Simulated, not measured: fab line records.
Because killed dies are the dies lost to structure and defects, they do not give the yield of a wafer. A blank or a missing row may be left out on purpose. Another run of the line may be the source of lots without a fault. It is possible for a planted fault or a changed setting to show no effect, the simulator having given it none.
fab line records | flow n5Finfet
record: lots: 11 | wafers: 28 | lastDay: 18
route steps=1938 shown FIN_CUT@174 STI_FIN_REVEAL@189 BEOL_M4@1111
lots untouched by any fault: they come from a run of this same line in which no faults occurred
startH: start of the lot's first displayed wafer, in hours after the record's first day | waitH: time in hours since the lot's previous step | " as in the row above | L1.1+2: several wafers, shown together as one row | - no value, or no start given | * or withheld: withheld | < > ~ a bound
route shown NAME@n: names a module that has steps shown in the file, with the first one's number in the route | usual: mean/standard deviation taken from wafers without a fault | same: alike in all rows | chamber/n: place in a boat | sites: readings site by site | _std_site: standard deviation across them | _edge_site: inner sites' mean taken away from outer sites' mean | radiusMm: how far each site lies from the wafer's centre | mask NAME#n: copy n | behind: the last tool/chamber to shape the wafer | hold: reason for holding the lot/hours on hold/outcome of the hold | device: which transistor (n, p or np) failed to switch | end of line: at the end of the route, the tests of the same wafers | a step with no rows: only its recipe | killed: the dies lost at the first sort to structure and to defects; this is not the yield of the wafer | map: per-die view of a wafer (x killed, . not killed, _ where there is no die)
set.NAME: setting as actually run; set.NAME@STEP: the setting as run at that earlier step | model.NAME: the simulator's own value behind a step, which no gauge read
one table for each step of the route and one row for each wafer, over a sample of lots
services: when a tool's chamber went out of use (startH, in hours from the record's first day, below 0 if earlier), for how many hours, and the reason
== steps ==
step: N5_FIN_CUT_CUT_ETCH_27
recipe: chemistry: CHF3/O2 | target: SiO2 | targetDepthA: 40 | maskMaterial: SOC | overetchA: 20 | timeS: 4.9 | pressureMtorr: 30 | sourceW: 650 | biasW: 170 | Ar_flow_sccm: 200 | CHF3_flow_sccm: 50 | O2_flow_sccm: 5 | ionEnergyEv: 200
usual: chamberPressureMTorr: 30.003/0.026 | drypumpMotorCurrentA: 5.7/0.58 | oesProductAu: 0.61/0.076 | rfVppV: 524/11 | showerheadPlenumPTorr: 2.43/0.087 | throttleValvePct: 18.81/0.19
lot.wafer | tool       | chamber | startH | waitH | chamberPressureMTorr | drypumpMotorCurrentA | oesProductAu | rfHoursCounterH | rfVppV | showerheadPlenumPTorr | throttleValvePct
L105.2    | rieDiel-06 | 0       | 27.52  | 0.0   | 29.976               | 5.9                  | 0.54         | 230             | 538    | 2.49                  | 18.99
L105.3    | "          | 2       | "      | "     | 30.003               | 5.5                  | 0.55         | 225             | 522    | 2.39                  | 18.69
L105.6    | "          | 2       | "      | "     | 30.015               | 5.5                  | 0.55         | -               | 523    | 2.39                  | 18.69
L109.2    | rieDiel-03 | 2       | 50.84  | 0.0   | 30.037               | 5.1                  | 0.58         | 184             | 538    | 2.31                  | 18.96
L109.6    | "          | 2       | "      | "     | 30.007               | 5.1                  | 0.58         | -               | 537    | 2.31                  | 18.95
L110.2    | rieDiel-06 | 1       | 59.12  | 0.0   | 30.040               | 6.7                  | 0.57         | 170             | 514    | 2.48                  | 18.91
L110.3    | "          | 3       | "      | "     | 29.970               | 6.0                  | 0.64         | 106             | 522    | 2.43                  | 18.66
L110.4    | "          | 0       | "      | "     | 29.998               | 5.9                  | 0.54         | 240             | 537    | 2.49                  | 19.00
L113.1    | rieDiel-03 | 2       | 76.02  | 0.0   | 29.965               | 5.1                  | 0.58         | 190             | 538    | 2.31                  | 18.99
L113.2    | "          | 3       | "      | "     | 29.967               | 6.2                  | 0.54         | 240             | 503    | 2.29                  | 19.19
L113.4    | "          | 2       | "      | "     | 30.009               | 5.1                  | 0.58         | -               | 536    | 2.31                  | 18.99
L120.2    | rieDiel-06 | 0       | 118.18 | 0.0   | 30.020               | 5.9                  | 0.77         | 3               | 538    | 2.48                  | 18.60
L120.5    | "          | 0       | "      | "     | 30.001               | 5.9                  | 0.77         | -               | 538    | 2.48                  | 18.61
L121.4    | rieDiel-04 | 2       | 122.97 | 0.0   | 29.984               | 5.4                  | 0.74         | 9               | 515    | 2.57                  | 18.64
L121.6    | "          | 3       | "      | "     | 30.001               | 5.5                  | 0.74         | -               | 530    | 2.48                  | 18.47
L122.1    | rieDiel-04 | 3       | 128.86 | 0.0   | 30.004               | 5.5                  | 0.74         | 5               | 527    | 2.48                  | 18.49
L122.2    | "          | 1       | "      | "     | 30.024               | 4.7                  | 0.55         | 235             | 518    | 2.49                  | 18.68
L122.4    | "          | 2       | "      | "     | 29.990               | 5.4                  | 0.74         | 11              | 517    | 2.57                  | 18.65
L123.3    | rieDiel-03 | 1       | 135.41 | 0.0   | 30.031               | 5.4                  | 0.60         | 172             | 532    | 2.49                  | 18.83
L123.6    | "          | 2       | "      | "     | 30.004               | 5.1                  | 0.57         | -               | 537    | 2.30                  | 18.99
L125.2    | rieDiel-04 | 0       | 148.23 | 0.0   | 30.013               | 6.4                  | 0.69         | 28              | 533    | 2.45                  | 18.90
L125.4    | "          | 1       | "      | "     | 30.033               | 4.7                  | 0.56         | 241             | 519    | 2.49                  | 18.68
L125.5    | "          | 1       | "      | "     | 29.974               | 4.7                  | 0.55         | -               | 519    | 2.49                  | 18.69
L127.1    | rieDiel-04 | 1       | 161.09 | 0.0   | 29.970               | 4.7                  | 0.55         | 244             | 520    | 2.49                  | 18.69
L127.2    | "          | 2       | "      | "     | 29.973               | 5.4                  | 0.72         | 21              | 514    | 2.56                  | 18.64
L127.4    | "          | 3       | "      | "     | 30.018               | 5.5                  | 0.71         | 15              | 529    | 2.47                  | 18.52
L128.4    | rieDiel-04 | 0       | 166.89 | 0.0   | 30.019               | 6.4                  | 0.68         | 33              | 536    | 2.45                  | 18.90
L128.6    | "          | 1       | "      | "     | 30.022               | 4.7                  | 0.55         | -               | 519    | 2.49                  | 18.68
step: N5_FIN_CUT_CUT_ETCH_15
recipe: chemistry: HBr/Cl2/O2 | target: Si | targetDepthA: 1000 | btTimeS: 10 | maskMaterial: SOC | timeS: 42.4 | ionEnergyEv: * | biasW: * | pressureMtorr: 10 | icpW: 800 | HBr_flow_sccm: 150 | Cl2_flow_sccm: 80 | O2_flow_sccm: 12
usual: chamberPressureMTorr: 10.000/0.0086 | drypumpMotorCurrentA: 5.8/0.42 | oesProductAu: 1.007/0.01 | throttleValvePct: 37.2/0.4
lot.wafer | tool     | chamber | startH | waitH | chamberPressureMTorr | drypumpMotorCurrentA | oesProductAu | rfHoursCounterH | throttleValvePct
L105.2    | rieSi-04 | 3       | 27.67  | 0.1   | 9.993                | 5.9                  | 1.028        | 200             | 37.3
L105.3    | "        | 2       | "      | "     | 10.008               | 6.0                  | 1.008        | 198             | 37.5
L105.6    | "        | 3       | "      | "     | 9.992                | 6.0                  | 1.037        | -               | 37.3
L109.2    | rieSi-04 | 1       | 50.98  | 0.1   | 10.007               | 5.3                  | 1.009        | 129             | 37.4
L109.6    | "        | 2       | "      | "     | 10.000               | 6.1                  | 1.020        | -               | 37.5
L110.2    | rieSi-03 | 3       | 59.27  | 0.1   | 9.995                | 5.5                  | 1.009        | 164             | 37.0
L110.3    | "        | 0       | "      | "     | 9.999                | 5.5                  | 1.024        | 80              | 36.5
L110.4    | "        | 1       | "      | "     | 9.996                | 5.7                  | 1.004        | 9               | 37.6
L113.1    | rieSi-02 | 0       | 76.16  | 0.1   | 10.012               | 6.2                  | 1.001        | 113             | 36.9
L113.2    | "        | 1       | "      | "     | 10.018               | 5.2                  | 1.010        | 101             | 37.6
L113.4    | "        | 2       | "      | "     | 10.001               | 6.0                  | 1.005        | 125             | 36.8
L120.2    | rieSi-03 | 1       | 118.33 | 0.1   | 9.989                | 5.7                  | 1.012        | 10              | 37.6
L120.5    | "        | 2       | "      | "     | 9.985                | 6.0                  | 1.001        | -               | 37.8
L121.4    | rieSi-04 | 0       | 123.12 | 0.0   | 10.015               | 5.9                  | 0.981        | 6               | 37.5
L121.6    | "        | 3       | "      | "     | 10.005               | 5.9                  | 0.990        | -               | 37.2
L122.1    | rieSi-03 | 2       | 129.01 | 0.1   | 9.998                | 6.0                  | 1.007        | 142             | 37.8
L122.2    | "        | 1       | "      | "     | 10.001               | 5.7                  | 1.009        | 10              | 37.6
L122.4    | "        | 3       | "      | "     | 9.986                | 5.4                  | 1.008        | 165             | 37.0
L123.3    | rieSi-02 | 0       | 135.63 | 0.0   | 10.007               | 6.3                  | 0.999        | 114             | 36.9
L123.6    | "        | 3       | "      | "     | 9.985                | 6.6                  | 1.006        | -               | 37.4
L125.2    | rieSi-02 | 2       | 148.38 | 0.1   | 9.989                | 6.1                  | 1.013        | 126             | 36.8
L125.4    | "        | 3       | "      | "     | 10.012               | 6.6                  | 1.009        | 55              | 37.3
L125.5    | "        | 1       | "      | "     | 9.994                | 5.2                  | 1.017        | -               | 37.6
L127.1    | rieSi-02 | 2       | 161.24 | 0.1   | 10.008               | 6.0                  | 1.010        | 126             | 36.8
L127.2    | "        | 1       | "      | "     | 10.008               | 5.2                  | 1.008        | 102             | 37.6
L127.4    | "        | 0       | "      | "     | 9.993                | 6.3                  | 1.004        | 114             | 36.9
L128.4    | rieSi-03 | 3       | 167.04 | 0.0   | 9.997                | 5.4                  | 1.016        | 166             | 37.0
L128.6    | "        | 0       | "      | "     | 10.004               | 5.5                  | 1.020        | -               | 36.5
step: N5_STI_FIN_REVEAL_DENSIFY_30
recipe: tempC: * | timeS: * | ambient: N2 | idleTempC: 600 | rampUpCPerS: 150 | rampDownCPerS: 60 | coolToC: 600
usual: lampPowerPct: 11.53/0.059 | wafer_temp_C_max: *
lot.wafer | tool         | chamber | startH | waitH | lampPowerPct | wafer_temp_C_max
L105.2    | rtpAnneal-02 | 0       | 34.41  | 0.1   | 11.44        | *
L105.3    | "            | 0       | "      | "     | 11.58        | *
L105.6    | "            | 0       | "      | "     | 11.57        | *
L109.2    | rtpAnneal-02 | 0       | 56.96  | 0.1   | 11.58        | *
L109.6    | "            | 0       | "      | "     | 11.56        | *
L110.2    | rtpAnneal-01 | 0       | 65.14  | 0.1   | 11.46        | *
L110.3    | "            | 0       | "      | "     | 11.65        | *
L110.4    | "            | 0       | "      | "     | 11.60        | *
L113.1    | rtpAnneal-01 | 0       | 81.96  | 0.0   | 11.57        | *
L113.2    | "            | 0       | "      | "     | 11.70        | *
L113.4    | "            | 0       | "      | "     | 11.52        | *
L120.2    | rtpAnneal-02 | 0       | 124.29 | 0.1   | 11.53        | *
L120.5    | "            | 0       | "      | "     | 11.47        | *
L121.4    | rtpAnneal-01 | 0       | 129.18 | 0.4   | 11.46        | *
L121.6    | "            | 0       | "      | "     | 11.63        | *
L122.1    | rtpAnneal-01 | 0       | 134.85 | 0.0   | 11.52        | *
L122.2    | "            | 0       | "      | "     | 11.53        | *
L122.4    | "            | 0       | "      | "     | 11.51        | *
L123.3    | rtpAnneal-01 | 0       | 141.58 | 0.1   | 11.49        | *
L123.6    | "            | 0       | "      | "     | 11.54        | *
L125.2    | rtpAnneal-02 | 0       | 154.95 | 0.3   | 11.46        | *
L125.4    | "            | 0       | "      | "     | 11.54        | *
L125.5    | "            | 0       | "      | "     | 11.53        | *
L127.1    | rtpAnneal-01 | 0       | 166.96 | 0.0   | 11.54        | *
L127.2    | "            | 0       | "      | "     | 11.50        | *
L127.4    | "            | 0       | "      | "     | 11.45        | *
L128.4    | rtpAnneal-01 | 0       | 172.85 | 0.1   | 11.49        | *
L128.6    | "            | 0       | "      | "     | 11.60        | *
step: N5_STI_FIN_REVEAL_PRECLEAN_17
recipe: chemistry: NF3:NH3 | afsCycles: 1 | tempC: 30 | timeS: 20 | sublimationTempC: 180 | sublimationTimeS: 60 | pressureTorr: 3 | rfPowerW: 30
usual: timeS: 20/0
same: sublimationTimeS: 60
lot.wafer | tool            | chamber | startH | waitH | timeS
L105.2    | remotePlasma-01 | 1       | 36.95  | 0.1   | 20
L105.3    | "               | 1       | "      | "     | 20
L105.6    | "               | 1       | "      | "     | 20
L109.2    | remotePlasma-01 | 0       | 59.31  | 0.1   | 20
L109.6    | "               | 0       | "      | "     | 20
L110.2    | remotePlasma-01 | 1       | 67.53  | 0.1   | 20
L110.3    | "               | 1       | "      | "     | 20
L110.4    | "               | 1       | "      | "     | 16.931
L113.1    | remotePlasma-01 | 0       | 84.49  | 0.0   | 20
L113.2    | "               | 0       | "      | "     | 20
L113.4    | "               | 0       | "      | "     | 16.931
L120.2    | remotePlasma-02 | 1       | 126.77 | 0.1   | 20
L120.5    | "               | 1       | "      | "     | 20
L121.4    | remotePlasma-02 | 1       | 131.60 | 0.2   | 20
L121.6    | "               | 1       | "      | "     | 20
L122.1    | remotePlasma-02 | 0       | 137.22 | 0.0   | 20
L122.2    | "               | 0       | "      | "     | 20
L122.4    | "               | 0       | "      | "     | 20
L123.3    | remotePlasma-02 | 1       | 143.94 | 0.1   | 20
L123.6    | "               | 1       | "      | "     | 20
L125.2    | remotePlasma-01 | 1       | 157.31 | 0.1   | 20
L125.4    | "               | 1       | "      | "     | 20
L125.5    | "               | 1       | "      | "     | 20
L127.1    | remotePlasma-01 | 0       | 169.42 | 0.0   | 20
L127.2    | "               | 0       | "      | "     | 20
L127.4    | "               | 0       | "      | "     | 20
L128.4    | remotePlasma-02 | 1       | 175.33 | 0.1   | 20
L128.6    | "               | 1       | "      | "     | 20
step: N5_BEOL_M4_RC_MEAS_101
usual: DIBL_N: 36.3/1.7 | DIBL_P: 36.0/1.9 | IOFF_N: 0.156/0.028 | IOFF_P: 0.21/0.036 | ION_N: 675/11 | ION_P: 463/7.8 | SS_N: 71.6/0.59 | SS_P: 73.2/0.63 | VT_N: 250/3.1 | VT_P: -251/3.4
lot.wafer | tool      | chamber | startH | waitH | DIBL_N[mV/V] | DIBL_P[mV/V] | IOFF_N[nA/um] | IOFF_P[nA/um] | ION_N[uA/um] | ION_P[uA/um] | SS_N[mV/dec] | SS_P[mV/dec] | VT_N[mV] | VT_P[mV]
L105.2    | prober-02 | 0       | 161.97 | 0.9   | 32.5         | 34.3         | 0.114         | 0.16          | 661          | 455          | 71.2         | 72.2         | 252      | -255
L105.3    | "         | 0       | "      | "     | 34.3         | 35.3         | 0.124         | 0.17          | 671          | 459          | 71.5         | 72.8         | 251      | -252
L105.6    | "         | 0       | "      | "     | 35.5         | 36.1         | 0.148         | 0.19          | 671          | 457          | 72.2         | 73.0         | 248      | -252
L109.2    | prober-01 | 0       | 193.43 | 0.2   | 38.3         | 36.7         | 0.177         | 0.25          | 682          | 462          | 72.0         | 73.4         | 245      | -245
L109.6    | "         | 0       | "      | "     | 36.6         | 35.7         | 0.146         | 0.21          | 673          | 465          | 71.5         | 73.1         | 249      | -248
L110.2    | prober-02 | 0       | 193.92 | 0.2   | 34.2         | 33.5         | 0.128         | 0.19          | 673          | 464          | 71.0         | 72.3         | 250      | -252
L110.3    | "         | 0       | "      | "     | 35.6         | 35.0         | 0.146         | 0.22          | 661          | 457          | 71.8         | 72.8         | 252      | -249
L110.4    | "         | 0       | "      | "     | 36.4         | 34.9         | 0.159         | 0.22          | 663          | 458          | 71.6         | 72.7         | 251      | -248
L113.1    | prober-02 | 0       | 204.67 | 0.0   | 34.3         | 33.6         | 0.128         | 0.17          | 674          | 460          | 70.8         | 72.6         | 253      | -251
L113.2    | "         | 0       | "      | "     | 34.4         | 34.0         | 0.122         | 0.17          | 663          | 451          | 71.3         | 73.4         | 252      | -254
L113.4    | "         | 0       | "      | "     | 38.7         | 39.1         | 0.197         | 0.25          | 673          | 455          | 72.3         | 74.1         | 247      | -249
L120.2    | prober-01 | 0       | 253.39 | 0.2   | 34.1         | 36.0         | 0.121         | 0.21          | 667          | 466          | 70.9         | 73.4         | 255      | -247
L120.5    | "         | 0       | "      | "     | 37.0         | 38.6         | 0.166         | 0.26          | 679          | 474          | 72.2         | 74.2         | 252      | -245
L121.4    | prober-01 | 0       | 255.93 | 0.5   | 40.2         | 41.1         | 0.209         | 0.23          | 693          | 466          | 72.1         | 74.6         | 249      | -250
L121.6    | "         | 0       | "      | "     | 36.7         | 37.4         | 0.144         | 0.17          | 678          | 462          | 70.8         | 72.9         | 253      | -254
L122.1    | prober-02 | 0       | 261.07 | 0.0   | 34.7         | 35.2         | 0.133         | 0.18          | 671          | 453          | 71.5         | 73.1         | 253      | -251
L122.2    | "         | 0       | "      | "     | 34.9         | 35.9         | 0.141         | 0.19          | 669          | 463          | 71.5         | 73.3         | 252      | -254
L122.4    | "         | 0       | "      | "     | 35.6         | 35.2         | 0.151         | 0.18          | 667          | 458          | 71.8         | 73.2         | 254      | -253
L123.3    | prober-01 | 0       | 272.47 | 0.3   | 37.2         | 37.6         | 0.184         | 0.22          | 696          | 467          | 72.2         | 74.1         | 248      | -251
L123.6    | "         | 0       | "      | "     | 37.4         | 36.7         | 0.170         | 0.21          | 676          | 463          | 71.3         | 73.6         | 248      | -248
L125.2    | prober-02 | 0       | 299.00 | 0.2   | 37.6         | 37.5         | 0.179         | 0.24          | 679          | 465          | 71.9         | 73.8         | 246      | -247
L125.4    | "         | 0       | "      | "     | 36.6         | 35.7         | 0.157         | 0.22          | 679          | 470          | 71.0         | 72.6         | 248      | -249
L125.5    | "         | 0       | "      | "     | 37.2         | 36.1         | 0.168         | 0.23          | 686          | 477          | 72.1         | 72.5         | 246      | -248
L127.1    | prober-01 | 0       | 303.27 | 0.0   | 32.7         | 32.4         | 0.120         | 0.14          | 667          | 453          | 71.0         | 72.6         | 255      | -255
L127.2    | "         | 0       | "      | "     | 35.5         | 37.1         | 0.155         | 0.19          | 666          | 458          | 71.5         | 73.3         | 254      | -253
L127.4    | "         | 0       | "      | "     | 33.7         | 34.0         | 0.130         | 0.16          | 675          | 455          | 70.1         | 72.8         | 254      | -254
L128.4    | prober-01 | 0       | 320.54 | 0.5   | 36.5         | 35.5         | 0.142         | 0.22          | 667          | 466          | 71.1         | 72.7         | 250      | -247
L128.6    | "         | 0       | "      | "     | 41.0         | 40.2         | 0.249         | 0.32          | 689          | 478          | 72.7         | 74.6         | 242      | -245
== services ==
tool         | chamber | startH | hours | kind
rieDiel-04   | 3       | 5.25   | 3.1   | repair
rieDiel-06   | 2       | 9.83   | 5.2   | repair
rieDiel-03   | 1       | 14.80  | 20.7  | repair
rieDiel-06   | 3       | 16.53  | 11.1  | repair
rieDiel-04   | 2       | 18.00  | 33.3  | repair
rieDiel-03   | 3       | 20.93  | 10.8  | repair
rieDiel-06   | 2       | 22.53  | 1.3   | repair
rieSi-02     | -       | 49.31  | 14.6  | pm
rieDiel-04   | 0       | 51.32  | -     | clean
rieDiel-04   | 0       | 51.32  | -     | consumableReplace:focusRing
rieDiel-04   | 0       | 51.32  | 13.0  | scheduledDown
rieDiel-04   | 0       | 51.32  | 13.0  | ventCycle
rieDiel-03   | 1       | 59.88  | 17.3  | repair
rieDiel-03   | 2       | 70.11  | 5.4   | repair
rieDiel-04   | 2       | 75.18  | -     | clean
rieDiel-04   | 2       | 75.18  | -     | consumableReplace:focusRing
rieDiel-04   | 2       | 75.18  | -     | consumableReplace:showerhead
rieDiel-06   | 3       | 104.73 | 4.3   | repair
rieSi-04     | 3       | 105.30 | 6.4   | repair
rieSi-04     | 2       | 111.45 | 2.5   | repair
rtpAnneal-01 | -       | 120.93 | 4.6   | pm
rieSi-02     | 2       | 133.76 | 5.6   | repair
rieSi-03     | 3       | 147.08 | 9.5   | repair
rieSi-03     | -       | 152.46 | 0.6   | repair
== key ==
firstSign: step: N5_STI_FIN_REVEAL_PRECLEAN_17 | reading: timeS | direction: down | sigmas: 99+ | usual: * | struck: *
effect none on later readings
metAt N5_STI_FIN_REVEAL_PRECLEAN_17
struckLots L110,L113
struckWafers L110.4,L113.4
notActingAt N5_FIN_CUT_CUT_ETCH_27,N5_FIN_CUT_CUT_ETCH_15,N5_STI_FIN_REVEAL_DENSIFY_30
onsetBetween 59.31 67.53
fault: kind: processParameterDrift | tool: remotePlasma-01 | chamber: - | onsetH: 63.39 | steps: N5_STI_FIN_REVEAL_PRECLEAN_17 | channel: timeS | offset: * | shape: step | endH: 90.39 | scope: struckWafersOnly | actsIn: * | stated: *
